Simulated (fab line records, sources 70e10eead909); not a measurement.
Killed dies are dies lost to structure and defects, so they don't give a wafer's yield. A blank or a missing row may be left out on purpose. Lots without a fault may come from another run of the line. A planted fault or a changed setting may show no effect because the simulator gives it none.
fab line records | flow nand_harc
record lots=10 wafers=29 last_day=33
route steps=1302 shown A_CHANNEL_HOLE_D1@467 END@1302
lots that met no fault: from a run of the same line without faults
start_h: hours from the record's first day to the start of the lot's first wafer shown | wait_h: hours since the lot's step before | " the same as in the row above | L1.1+2: a row that stands for several wafers | - no value, or no start given | * or withheld: withheld | < > ~ a bound
route shown NAME@n: a module of which the file shows steps, and the number in the route of the first | usual: mean/standard deviation of fault-free wafers | same: alike in all rows | chamber/n: place in a boat | sites: the reading at each site | _std_site: their standard deviation | _edge_site: outer sites' mean less inner sites' | radius_mm: how far each site lies from the wafer's centre | mask NAME#n: copy n | behind: the tool/chamber that last shaped the wafer | hold: why the lot was held/for how many hours/how that ended | device: the transistor (n, p or np) that didn't switch | end of line: the same wafers' tests at the end of the route | a step without rows: its recipe alone | killed: dies lost to structure and defects at the first sort, not the wafer's yield | map: a wafer's dies, x killed, . not, _ none there
set.NAME: the setting as run; set.NAME@STEP: as run at that earlier step | model.NAME: the simulator's own value behind a step, which no gauge read
steps of the route over a sample of lots; a table a step, a row a wafer
services: from which hour (start_h, from the record's first day; less than 0 if before it) a tool's chamber was out of use, for how many hours, and why
## steps
# step NHARC_A_CHANNEL_HOLE_D1_ETCH_39
# recipe target_depth_a=2600 over_etch_frac=0.3 time_s=325 ion_energy_ev=200 n2_flow_sccm=150 h2_flow_sccm=150 ar_flow_sccm=0 rf_w=400 bias_w=150 chemistry=N2/H2
# usual bias_w=150.0/0.5 drypump_motor_current_A=5.5/0.32 oes_product_au=1.002/0.011 rf_vpp_V=430.2/2.1 run_length_s=346.3/0.4 showerhead_plenum_p_Torr=2.03/0.068 throttle_valve_pct=14.172/0.0087
# columns lot.wafer tool chamber start_h wait_h bias_w drypump_motor_current_A oes_product_au rf_hours_counter_h rf_vpp_V run_length_s showerhead_plenum_p_Torr throttle_valve_pct
L455.1 rie_diel-10 0 - - 149.7 5.3 0.997 13 432.4 346.5 2.10 14.157
L455.4 " 2 " " 149.8 5.5 1.023 12 429.0 346.6 2.01 14.166
L455.5 " 1 " " 150.4 5.1 1.029 - 426.6 345.5 1.95 14.172
L456.3 rie_diel-10 3 - - 149.0 5.8 0.986 13 428.5 346.6 1.98 14.169
L456.5 " 0 " " 149.5 5.3 0.998 - 430.9 346.5 2.10 14.168
L456.6 " 1 " " 149.3 5.1 1.020 - 428.5 345.4 1.95 14.175
L460.2 rie_diel-10 1 - - 149.9 5.1 1.008 0 429.1 346.1 1.95 14.185
L460.1 " 3 " " 149.3 5.8 1.003 0 428.6 346.7 1.98 14.193
L460.3 " 0 " " 150.4 5.3 0.995 0 432.6 346.5 2.10 14.166
L462.1 rie_diel-10 1 - - 150.3 5.1 1.009 2 427.9 345.8 1.95 14.164
L462.2 " 3 " " 150.0 5.8 1.000 2 428.6 346.6 1.98 14.172
L462.5 " 1 " " 150.8 5.1 1.003 - 428.1 345.6 1.95 14.161
L463.2 rie_diel-01 2 - - 149.4 5.7 1.005 21 431.3 346.0 2.06 14.166
L463.3 " 1 " " 150.2 6.3 0.994 24 427.6 345.9 1.90 14.168
L463.6 " 3 " " 149.8 6.3 1.008 - 431.9 346.0 2.05 14.179
L467.2 rie_diel-10 3 - - 149.9 5.8 0.996 6 427.9 346.8 1.98 14.168
L467.1 " 0 " " 150.1 5.3 0.993 7 432.2 346.1 2.10 14.172
L467.4 " 1 " " 150.3 5.1 1.008 7 428.5 345.9 1.95 14.174
L468.3 rie_diel-10 2 - - 149.9 5.6 0.986 7 429.9 346.4 2.01 14.185
L468.4 " 3 " " 150.8 5.8 1.002 7 427.4 346.4 1.98 14.164
L468.5 " 0 " " 150.4 5.3 0.985 - 431.3 346.5 2.10 14.158
L469.1 rie_diel-10 3 - - 150.1 5.8 1.003 8 428.6 346.4 1.98 14.170
L469.4 " 2 " " 150.2 5.6 0.989 9 429.4 346.9 2.01 14.169
L475.2 rie_diel-04 0 - - 150.8 5.8 0.994 13 434.5 346.1 2.17 14.185
L475.1 " 1 " " 149.9 5.4 1.012 12 434.9 346.3 2.15 14.166
L475.6 " 3 " " 150.6 5.6 1.009 - 431.4 347.0 2.07 14.148
L474.1 rie_diel-10 0 - - 149.9 5.3 0.994 14 433.1 346.3 2.09 14.184
L474.2 " 3 " " 150.9 5.7 1.001 13 429.3 346.6 1.97 14.175
L474.5 " 1 " " 150.7 5.1 1.006 - 429.0 346.1 1.95 14.165
# step NHARC_A_CHANNEL_HOLE_D1_ETCH_16
# recipe target_depth_a=31000 over_etch_frac=0.3 time_s=806 ion_energy_ev=150 o2_flow_sccm=400 cos_flow_sccm=20 ar_flow_sccm=0 rf_w=500 bias_w=300 chemistry=O2/COS
# usual bias_w=300.0/0.86 drypump_motor_current_A=5.5/0.32 oes_product_au=1.000/0.012 rf_vpp_V=313.8/1.6 run_length_s=827.3/0.39 showerhead_plenum_p_Torr=3.10/0.097 throttle_valve_pct=28.329/0.009
# columns lot.wafer tool chamber start_h wait_h bias_w drypump_motor_current_A oes_product_au rf_hours_counter_h rf_vpp_V run_length_s showerhead_plenum_p_Torr throttle_valve_pct
L455.4 rie_diel-10 0 212.17 - 300.2 5.3 1.003 13 314.5 827.1 3.21 28.335
L455.1 " 2 " " 302.2 5.6 1.006 12 311.9 827.3 3.08 28.336
L455.5 " 1 " " 301.3 5.1 1.027 - 312.8 826.8 3.00 28.332
L456.3 rie_diel-10 2 215.14 - 300.6 5.6 1.017 13 313.0 827.6 3.08 28.329
L456.6 " 2 " " 300.0 5.6 1.006 - 314.1 827.9 3.08 28.326
L456.5 " 3 " " 300.6 5.8 1.006 - 313.8 827.4 3.04 28.320
L460.2 rie_diel-10 0 260.63 - 299.8 5.3 0.984 0 314.6 827.5 3.20 28.317
L460.3 " 1 " " 299.5 5.1 1.010 1 313.3 826.5 3.00 28.322
L460.1 " 2 " " 297.7 5.6 0.992 0 314.0 827.5 3.08 28.340
L462.1 rie_diel-10 2 282.92 - 298.4 5.6 0.990 2 312.8 827.8 3.08 28.321
L462.2 " 3 " " 300.4 5.8 1.011 2 312.7 828.2 3.04 28.324
L462.5 " 0 " " 299.3 5.3 0.976 - 315.3 827.6 3.20 28.347
L463.3 rie_diel-01 2 294.58 - 299.6 5.7 0.993 22 315.6 827.0 3.15 28.320
L463.2 " 1 " " 301.1 6.3 1.001 25 311.9 826.9 2.93 28.335
L463.6 " 3 " " 299.2 6.4 0.995 - 314.8 827.3 3.14 28.338
L467.4 rie_diel-10 2 332.60 - 301.1 5.6 0.995 6 312.2 827.5 3.07 28.325
L467.2 " 3 " " 298.7 5.7 0.998 6 313.2 827.4 3.03 28.340
L467.1 " 0 " " - 5.3 1.001 8 316.4 557.4 3.20 28.334
L468.4 rie_diel-10 0 344.91 - - 5.3 0.999 9 315.1 557.6 3.20 28.344
L468.3 " 3 " " 299.1 5.7 1.003 7 313.0 827.7 3.03 28.340
L468.5 " 1 " " 299.6 5.1 0.999 - 311.2 826.7 2.99 28.327
L469.1 rie_diel-10 1 361.63 - 299.5 5.1 1.013 10 313.8 826.7 2.99 28.336
L469.4 " 2 " " 299.2 5.6 0.988 9 313.9 827.3 3.07 28.326
L475.1 rie_diel-04 1 409.25 - 300.0 5.5 1.006 13 318.0 827.5 3.28 28.316
L475.2 " 2 " " 298.6 5.6 0.994 15 313.7 826.8 3.16 28.339
L475.6 " 1 " " 299.4 5.5 1.012 - 318.4 827.4 3.28 28.327
L474.2 rie_diel-10 1 410.05 - 300.8 5.1 0.994 14 310.9 826.5 2.99 28.318
L474.1 " 2 " " 300.8 5.6 0.978 13 313.7 827.3 3.07 28.327
L474.5 " 1 " " 300.7 5.1 0.994 - 313.4 827.2 2.99 28.346
# step NHARC_A_CHANNEL_HOLE_D1_ETCH_20
# recipe bias_v=3000 source_w=withheld pressure_mtorr=20 time_s=361.9 ar_flow_sccm=375 c4f8_flow_sccm=89.3 o2_flow_sccm=35.7 temp_c=-20 target_depth_a=16000 chemistry=C4F8/O2/Ar
# usual c4f8_flow_sccm=89.30/0.25 drypump_motor_current_A=5.59/0.12 oes_air_line_au=1.001/0.02 run_length_s=346.9/0 showerhead_plenum_p_Torr=3.66/0.075 throttle_valve_pct=32.154/0.01
# columns lot.wafer tool chamber start_h wait_h c4f8_flow_sccm drypump_motor_current_A oes_air_line_au rf_hours_counter_h run_length_s showerhead_plenum_p_Torr throttle_valve_pct
L455.1 har_etch-01 0 213.01 0.1 89.30 5.78 0.983 107 346.9 3.61 32.163
L455.4 " 1 " " 89.43 5.49 1.016 - 346.9 3.72 32.157
L455.5 " 1 " " 89.46 5.46 0.994 - 346.9 3.72 32.155
L456.3 har_etch-01 1 217.26 0.2 89.12 5.49 1.024 - 346.9 3.72 32.145
L456.5 " 1 " " 88.73 5.47 1.021 - 346.9 3.72 32.160
L456.6 " 0 " " 89.44 5.78 1.014 - 346.9 3.61 32.157
L460.2 har_etch-01 1 261.40 0.1 89.47 5.46 1.001 133 346.9 3.71 32.145
L460.1 " 0 " " 89.22 5.72 1.047 133 346.9 3.60 32.133
L460.3 " 0 " " 89.10 5.81 0.985 - 346.9 3.60 32.156
L462.2 har_etch-01 1 284.53 0.1 88.96 5.49 1.004 145 346.9 3.70 32.133
L462.1 " 0 " " 89.22 5.76 0.988 145 346.9 3.59 32.164
L462.5 " 1 " " 89.54 5.47 1.023 - 346.9 3.70 32.149
L463.2 har_etch-02 1 295.40 0.1 89.17 5.48 0.993 360 346.9 3.62 32.154
L463.3 " 1 " " 89.12 5.52 1.013 - 346.9 3.62 32.148
L463.6 " 0 " " 89.44 5.62 1.027 - 346.9 3.66 32.149
L467.2 har_etch-01 0 333.31 0.1 89.41 5.74 0.985 172 346.9 3.58 32.145
L467.1 " 1 " " 88.87 5.46 1.012 172 346.9 3.69 32.153
L467.4 " 0 " " 89.27 5.77 1.014 - 346.9 3.58 32.158
L468.4 har_etch-01 0 347.78 0.2 89.35 5.74 0.967 - 346.9 3.58 32.165
L468.3 " 1 " " 89.32 5.46 1.002 - 346.9 3.68 32.151
L468.5 " 1 " " 89.44 5.45 0.981 - 346.9 3.68 32.169
L469.1 har_etch-02 0 362.29 0.1 89.42 5.60 0.980 386 346.9 3.65 32.166
L469.4 " 0 " " 89.32 5.59 0.998 - 346.9 3.65 32.151
L475.1 har_etch-01 0 409.95 0.1 89.10 5.71 1.003 225 346.9 3.55 32.142
L475.2 " 1 " " 89.04 5.48 1.003 225 346.9 3.66 32.165
L475.6 " 0 " " 89.12 5.74 0.983 - 346.9 3.55 32.155
L474.1 har_etch-02 0 412.68 0.1 88.96 5.62 1.011 12 346.9 3.63 32.155
L474.2 " 1 " " 89.44 5.50 1.004 12 346.9 3.93 32.140
L474.5 " 0 " " 88.60 5.61 1.003 - 346.9 3.63 32.144
# step NHARC_A_CHANNEL_HOLE_D1_ETCH_23
# recipe bias_v=5000 source_w=withheld pressure_mtorr=20 time_s=819 ar_flow_sccm=375 c4f8_flow_sccm=89.3 o2_flow_sccm=35.7 temp_c=-20 target_depth_a=16000 chemistry=C4F8/O2/Ar
# usual c4f8_flow_sccm=89.30/0.26 drypump_motor_current_A=5.58/0.12 oes_air_line_au=0.999/0.025 run_length_s=804/0 showerhead_plenum_p_Torr=3.66/0.075 throttle_valve_pct=32.155/0.0095
# columns lot.wafer tool chamber start_h wait_h c4f8_flow_sccm drypump_motor_current_A oes_air_line_au rf_hours_counter_h run_length_s showerhead_plenum_p_Torr throttle_valve_pct
L455.1 har_etch-01 0 214.32 0.5 88.81 5.75 1.018 108 804 3.61 32.158
L455.4 " 1 " " 89.01 5.45 0.984 - 804 3.72 32.152
L455.5 " 1 " " 89.21 5.47 1.046 - 804 3.72 32.177
L456.3 har_etch-01 1 218.70 0.5 89.50 5.44 0.966 - 804 3.72 32.139
L456.5 " 1 " " 89.44 5.46 0.981 - 804 3.72 32.152
L456.6 " 0 " " 89.34 5.77 0.970 - 804 3.61 32.166
L460.2 har_etch-01 1 262.72 0.5 89.68 5.46 0.967 135 804 3.71 32.165
L460.1 " 0 " " 89.67 5.75 0.982 135 804 3.60 32.165
L460.3 " 0 " " 89.57 5.74 0.966 - 804 3.60 32.164
L462.2 har_etch-01 1 285.86 0.5 89.32 5.48 1.008 146 804 3.70 32.150
L462.1 " 0 " " 89.16 5.71 0.975 146 804 3.59 32.158
L462.5 " 1 " " 88.78 5.47 1.007 - 804 3.70 32.150
L463.2 har_etch-02 1 296.79 0.5 89.43 5.52 0.982 361 804 3.62 32.146
L463.3 " 1 " " 89.62 5.52 0.974 - 804 3.62 32.162
L463.6 " 0 " " 89.16 5.61 1.026 - 804 3.66 32.162
L467.2 har_etch-01 0 334.63 0.5 89.86 5.69 1.015 173 804 3.58 32.132
L467.1 " 1 " " 89.41 5.45 1.015 173 804 3.69 32.156
L467.4 " 0 " " 89.45 5.71 1.005 - 804 3.58 32.164
L468.4 har_etch-01 0 349.23 0.5 89.37 5.75 0.990 - 804 3.58 32.165
L468.3 " 1 " " 89.35 5.45 1.041 - 804 3.68 32.143
L468.5 " 1 " " 89.62 5.45 1.017 - 804 3.68 32.139
L469.1 har_etch-02 0 363.61 0.5 89.37 5.59 1.036 387 804 3.65 32.144
L469.4 " 0 " " 89.64 5.60 0.990 - 804 3.65 32.154
L475.1 har_etch-01 0 411.28 0.5 88.95 5.74 1.016 226 804 3.55 32.157
L475.2 " 1 " " 89.18 5.44 1.028 226 804 3.66 32.152
L475.6 " 0 " " 88.50 5.72 0.998 - 804 3.55 32.147
L474.1 har_etch-02 0 414.00 0.5 89.70 5.61 1.010 13 804 3.63 32.154
L474.2 " 1 " " 89.49 5.49 1.002 13 804 3.93 32.150
L474.5 " 0 " " 89.16 5.61 0.976 - 804 3.63 32.147
# step NHARC_END_SORT_01
# recipe temp_c=25
# usual killed_at_array=57/20 killed_at_other=1.0/1.5 killed_at_periphery=3.5/2.5 killed_dies=62/21 killed_open=3.5/1.9 killed_short=2.4/1.6
# same gross_dies=677
# columns lot.wafer tool chamber start_h wait_h killed_at_array killed_at_other killed_at_periphery killed_dies killed_open killed_short
L468.3 prober-01 0 710.27 3.1 33 0 2 35 4 3
L468.4 prober-01 0 711.08 3.4 676 0 1 677 2 2
L468.5 prober-01 0 711.89 3.7 40 1 2 43 2 1
L467.1 prober-02 0 711.67 2.5 675 0 2 677 3 1
L467.2 prober-02 0 712.46 2.8 54 0 1 55 3 3
L467.4 prober-02 0 714.03 3.4 52 0 3 55 7 3
# killed by level:class
L468.3 A_CHANNEL_HOLE_D1:chamber_film_flake=13 A_CONTACT:chamber_film_flake=5 A_STAIRCASE:chamber_film_flake=3 A_ONON_D2:geometric_particle:short=2 A_CHANNEL_HOLE_D2:chamber_film_flake=2 A_SLIT:chamber_film_flake=2 P_CONTACT:geometric_particle:open=1 A_CHANNEL_FILL_D1:geometric_particle:short=1
L468.4 A_CHANNEL_HOLE_D1:area_etch=641 A_CONTACT:chamber_film_flake=10 A_CHANNEL_HOLE_D1:chamber_film_flake=9 A_CHANNEL_HOLE_D2:chamber_film_flake=4 A_SLIT:chamber_film_flake=4 A_STAIRCASE:chamber_film_flake=3 P_CONTACT:geometric_particle:open=1 A_CHANNEL_HOLE_D1:geometric_particle:open=1
L467.1 A_CHANNEL_HOLE_D1:area_etch=616 A_SLIT:chamber_film_flake=26 A_CHANNEL_HOLE_D2:chamber_film_flake=20 A_CHANNEL_HOLE_D1:chamber_film_flake=3 A_M0:geometric_particle:open=2 A_STAIRCASE:chamber_film_flake=2 A_CONTACT:chamber_film_flake=2 A_DECK1_JOINT:geometric_particle:open=1
L468.5 A_CONTACT:chamber_film_flake=16 A_CHANNEL_HOLE_D1:chamber_film_flake=11 A_STAIRCASE:chamber_film_flake=3 A_SLIT:chamber_film_flake=3 A_BONDPAD:chamber_film_flake=2 P_M0:geometric_particle:open=1 A_ONON_D1:geometric_particle:short=1 A_M0:geometric_particle:open=1
L467.2 A_SLIT:chamber_film_flake=27 A_CHANNEL_HOLE_D2:chamber_film_flake=8 A_CHANNEL_HOLE_D1:chamber_film_flake=7 A_STAIRCASE:chamber_film_flake=3 A_SOURCE_PLATE:geometric_particle:short=2 A_M0:geometric_particle:open=2 A_CONTACT:chamber_film_flake=2 A_CHANNEL_FILL_D1:geometric_particle:short=1
L467.4 A_SLIT:chamber_film_flake=25 A_CHANNEL_HOLE_D2:chamber_film_flake=10 A_CHANNEL_HOLE_D1:chamber_film_flake=3 A_DECK1_JOINT:chamber_film_flake=2 A_SOURCE_PLATE:geometric_particle:short=1 A_ONON_D1:geometric_particle:open=1 A_CHANNEL_FILL_D1:geometric_particle:open=1 A_DECK1_JOINT:geometric_particle:open=1
## services
# columns tool chamber start_h hours kind
rie_diel-10 0 197.00 - clean
rie_diel-10 1 197.00 - clean
rie_diel-10 2 197.00 - clean
rie_diel-10 3 197.00 - clean
rie_diel-01 - 203.80 9.0 pm
rie_diel-10 0 221.50 - clean
rie_diel-10 1 221.50 - clean
rie_diel-10 2 221.50 - clean
rie_diel-10 3 221.50 - clean
rie_diel-04 - 237.96 0.3 repair
rie_diel-04 0 238.79 1.2 repair
rie_diel-10 - 242.50 9.0 pm
rie_diel-10 0 242.50 9.0 vent_cycle
rie_diel-10 - 262.75 0.5 repair
rie_diel-01 1 268.42 3.1 repair
rie_diel-01 2 297.34 2.8 repair
rie_diel-04 - 298.04 0.3 repair
rie_diel-10 3 313.89 4.2 repair
rie_diel-01 3 345.57 6.2 repair
rie_diel-04 - 354.90 9.0 pm
rie_diel-01 1 366.50 3.8 repair
rie_diel-01 3 378.09 9.6 repair
har_etch-02 - 379.59 17.0 pm
rie_diel-01 - 380.80 9.0 pm
## key
first_sign step=NHARC_A_CHANNEL_HOLE_D1_ETCH_16 reading=run_length_s direction=down sigmas=99+ usual=* struck=*
effect step=NHARC_END_SORT_01 reading=killed_at_array direction=up sigmas=30 usual=57 struck=676
more_kills_born_at NHARC_A_CHANNEL_HOLE_D1_ETCH_16@rie_diel-10=1257
met_at NHARC_A_CHANNEL_HOLE_D1_ETCH_16
struck_lots L467,L468
struck_wafers L467.1,L468.4
later_rows_left_out L467.1,L468.4
tester_left_out L467,L468
not_acting_at NHARC_A_CHANNEL_HOLE_D1_ETCH_39,NHARC_A_CHANNEL_HOLE_D1_ETCH_20,NHARC_A_CHANNEL_HOLE_D1_ETCH_23
onset_between 282.92 332.60
fault kind=process_parameter_drift tool=rie_diel-10 chamber=0 onset_h=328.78 steps=NHARC_A_CHANNEL_HOLE_D1_ETCH_16 channel=time_s offset=* shape=step end_h=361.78 acts_in=* stated=*
# tester_left_out: of these lots the tester's yield and bins aren't shown, on N5 and GAA mostly nor the transistor test; their killed dies are dies lost to structure and defects alone, not to doping, threshold or leakage, so they don't give the yield
# later_rows_left_out: the simulator's readings of these wafers behind a module that went badly wrong aren't trusted and aren't shown, but for the sort
